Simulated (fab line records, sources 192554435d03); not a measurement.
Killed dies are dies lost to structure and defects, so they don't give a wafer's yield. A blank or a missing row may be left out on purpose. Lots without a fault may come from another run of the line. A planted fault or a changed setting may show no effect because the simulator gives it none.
A struck lot beside a sound one | flow n5_finfet | 40 steps out of a route of 1938
Sound: wafers L858.3, L858.4, L858.6. Struck: wafers L851.4, L851.6. (L851.5 of the same lot was not struck and is left out.) The cause comes at the end.
At each step with rows: each side's tool, then ch and its chambers, then its first start. Under that, the readings that differ: sound wafers | struck wafers | difference of the means | sigmas: that difference in standard deviations of wafers without a fault.
alike: readings whose means differ by less than 2 such deviations, and words and numbers that are the same on both sides. not compared: withheld readings, readings that some wafer has no value for, bounds like >300 that may hide the same value, and numbers for which the record gives no deviation and whose values overlap.
The two part at a step that has a row with sigmas, a row that says differs or no value, or rows on one side only. Numbers that don't overlap but have no deviation are shown without sigmas and don't part them. A reading that every wafer of one side lacks parts them only if that side has two wafers or more.

first, 9 steps without rows for these wafers: N5_MOL_CONTACT_COAG_PRE_CLEAN_121; N5_MOL_CONTACT_COAG_CVD_140 (deposits W, target thk 66.5 nm, time 215 s); N5_MOL_CONTACT_COAG_PRECLEAN_127 (cleans in DIW, time 57.5 s); N5_MOL_CONTACT_COAG_SRD_128 (dry time 32 s); N5_MOL_CONTACT_COAG_CMP_52 (polishes, stops on SiO2, t overpolish 1.5 s, target thk 66.5 nm); N5_MOL_CONTACT_COAG_ANNEAL_112 (time 1800 s); N5_BEOL_M0_SAQP_PECVD_00 (deposits SiCN from 3MS/NH3, target thk 8 nm, time 14 s); N5_BEOL_M0_SAQP_ILD_DEP_01 (deposits SiOC from DEMS/O2, target thk 45.419 nm, time 8.7 s); N5_BEOL_M0_SAQP_HM_DEP_02 (deposits TiN, target thk 12 nm).
N5_BEOL_M0_SAQP_PECVD_03: deposits SiCN from 3MS/NH3, target thk 12 nm, time 21.1 s.
  sound on pecvd-01 ch 0,1,2, day 9 21:05; struck on pecvd-03 ch 0,1, day 8 04:01
  reading                                         | sound          | struck    | difference | sigmas
  run_length_s (s)                                | 50.2 51.4 51.2 | 64.0 62.8 | +12.5      | +19
  showerhead_vpp_V (V)                            | 887 873 835    | 948 932   | +75        | +2
  model.SiCN_of_BEOL_M0_SAQP_PECVD_03.thk_nm (nm) | 11.8 11.8 12.2 | 18.8 19   | +7.0       |
  alike: showerhead_plenum_p_Torr, throttle_valve_pct
then, 25 steps without rows for these wafers: N5_BEOL_M0_SAQP_PECVD_96 (deposits a-Si from SiH4/He, target thk 45 nm, time 45.2 s); N5_BEOL_M0_SAQP_PECVD_97 (deposits SiNx from SiH4/NH3/N2, target thk 23 nm, time 19.9 s); N5_BEOL_M0_SAQP_PECVD_04 (deposits a-Si from SiH4/He, target thk 60 nm, time 60.2 s); N5_BEOL_M0_SAQP_HM_DEP_111 (deposits SiO2 from SiH4/N2O, target thk 12 nm, time 7.2 s); N5_BEOL_M0_SAQP_COAT_81 (time 60 s, resist thk 100 nm); N5_BEOL_M0_SAQP_COAT_82 (time 60 s, resist thk 30 nm); N5_BEOL_M0_SAQP_COAT_08 (resist thk 90 nm); N5_BEOL_M0_SAQP_EBR_10; N5_BEOL_M0_SAQP_SOFTBAKE_09 (time 60 s); N5_BEOL_M0_SAQP_EXPOSE_11 (exposes mask M0 CORE, target cd 42 nm); N5_BEOL_M0_SAQP_PEB_12 (peb time 60 s); N5_BEOL_M0_SAQP_DEVELOP_13 (develop time 30 s); N5_BEOL_M0_SAQP_DESCUM_19 (chemistry O2, time 7.9 s); N5_BEOL_M0_SAQP_ETCH_83 (etches SiARC in CF4, target depth 39 nm, time 65 s); N5_BEOL_M0_SAQP_ETCH_84 (etches SOC in N2/H2, target depth 100 nm, overetch 20 nm, time 150 s); N5_BEOL_M0_SAQP_STRIP_80 (strips in N2/H2); N5_BEOL_M0_SAQP_HM_OPEN_112 (chemistry CHF3/O2, target SiO2, stops on a-Si, target depth 12 nm, time 13.5 s); N5_BEOL_M0_SAQP_STRIP_113 (strips in CHF3/O2); N5_BEOL_M0_SAQP_MANDREL_ETCH_20 (etches a-Si in HBr/Cl2, stops on SiNx, target depth 60 nm, bt time 10 s, time 30 s); N5_BEOL_M0_SAQP_STRIP_86 (strips in N2/H2); N5_BEOL_M0_SAQP_STRIP_115 (strips in post etch residue remover, time 60 s); N5_BEOL_M0_SAQP_SRD_93 (time 30 s); N5_BEOL_M0_SAQP_RECESS_114 (chemistry HF/NH3, target SiO2, target depth 14.4 nm, afs cycles 3, sublimation time 60 s); N5_BEOL_M0_SAQP_SPACER1_ALD_98 (deposits SiO2, target thk 12.8 nm, pulse time 1 s, purge time 2 s); N5_BEOL_M0_SAQP_SPACER1_ETCHBACK_99 (etches SiO2 in CHF3/O2, target depth 15.4 nm, time 7.7 s).
N5_BEOL_M0_SAQP_RECESS_109: chemistry HF/NH3, target SiO2, target depth 3 nm, afs cycles 1, sublimation time 60 s.
  sound on vapor_etch-01 ch 0,1, day 10 00:18; struck on vapor_etch-02 ch 1, day 8 07:38
  reading                                         | sound       | struck    | difference | sigmas
  model.SiCN_of_BEOL_M0_SAQP_PECVD_03.thk_nm (nm) | 8.4 8.4 8.8 | 15.2 15.6 | +6.9       |
  alike: drypump_motor_current_A
N5_BEOL_M0_ETCH_138: etches SiCN in CH3F/O2, target depth 12 nm, time 31.6 s.
  sound on rie_diel-06 ch 0,1,2, day 10 03:48; struck on rie_diel-06 ch 1,3, day 8 10:58
  reading                  | sound             | struck      | difference | sigmas
  etch_rf_on_time_s (s)    | 29.0 29.3 30.3    | 31.7 31.7   | +2.2       | +2
  rf_vpp_V (V)             | 300.5 297.4 299.7 | 294.7 296.8 | -3.4       | -2
  model.etch.depth_nm (nm) | 8.395 8.444 8.869 | 9.231 9.231 | +0.662     |
  alike: bias_w, drypump_motor_current_A, oes_product_au, showerhead_plenum_p_Torr, throttle_valve_pct
  not compared: rf_hours_counter_h
N5_BEOL_M0_ETCH_128: etches SiCN in CF4/N2, target depth 12 nm, overetch 5.1 nm, time 21.4 s.
  sound on rie_diel-06 ch 0,1,3, day 10 05:04; struck on rie_diel-02 ch 2,3, day 8 11:22
  reading                  | sound             | struck      | difference | sigmas
  oes_product_au (a.u.)    | 0.50 0.50 0.51    | 0.68 0.67   | +0.17      | +4
  model.etch.depth_nm (nm) | 8.395 8.444 8.869 | 15.27 15.63 | +6.88      |
  alike: bias_w, drypump_motor_current_A, rf_vpp_V, showerhead_plenum_p_Torr, throttle_valve_pct
  not compared: rf_hours_counter_h
-- the record jumps here: 3 days lie between the struck wafers' starts before and after (it left off in module BEOL_M0 and takes up again in module BEOL_M4, whose first step shown is number 1111 of the route) --
N5_BEOL_M4_RC_MEAS_101:
  sound on prober-02 ch 0, day 12 18:28; struck on prober-01 ch 0, day 11 07:22
  reading        | sound          | struck    | difference | sigmas
  IOFF_P (nA/um) | 0.32 0.21 0.23 | 0.15 0.18 | -0.09      | -2
  VT_P (mV)      | -245 -252 -249 | -258 -257 | -9         | -3
  alike: DIBL_N, DIBL_P, IOFF_N, ION_N, ION_P, SS_N, SS_P, VT_N
-- the record jumps here: 5 days lie between the struck wafers' starts before and after (it left off in module BEOL_M4 and takes up again in module PASSIVATION, whose first step shown is number 1936 of the route) --
N5_PASSIVATION_PROBE_49:
  the record has rows for the struck wafers here (prober-02, day 15 20:52) and none for the sound ones

WHERE THEY PART
First at N5_BEOL_M0_SAQP_PECVD_03; last, within this record, at N5_PASSIVATION_PROBE_49.

WHY: what the simulator had put in
Process parameter drift: pecvd-03, from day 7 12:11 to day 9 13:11, at N5_BEOL_M0_SAQP_PECVD_03. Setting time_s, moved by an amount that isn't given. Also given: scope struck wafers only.
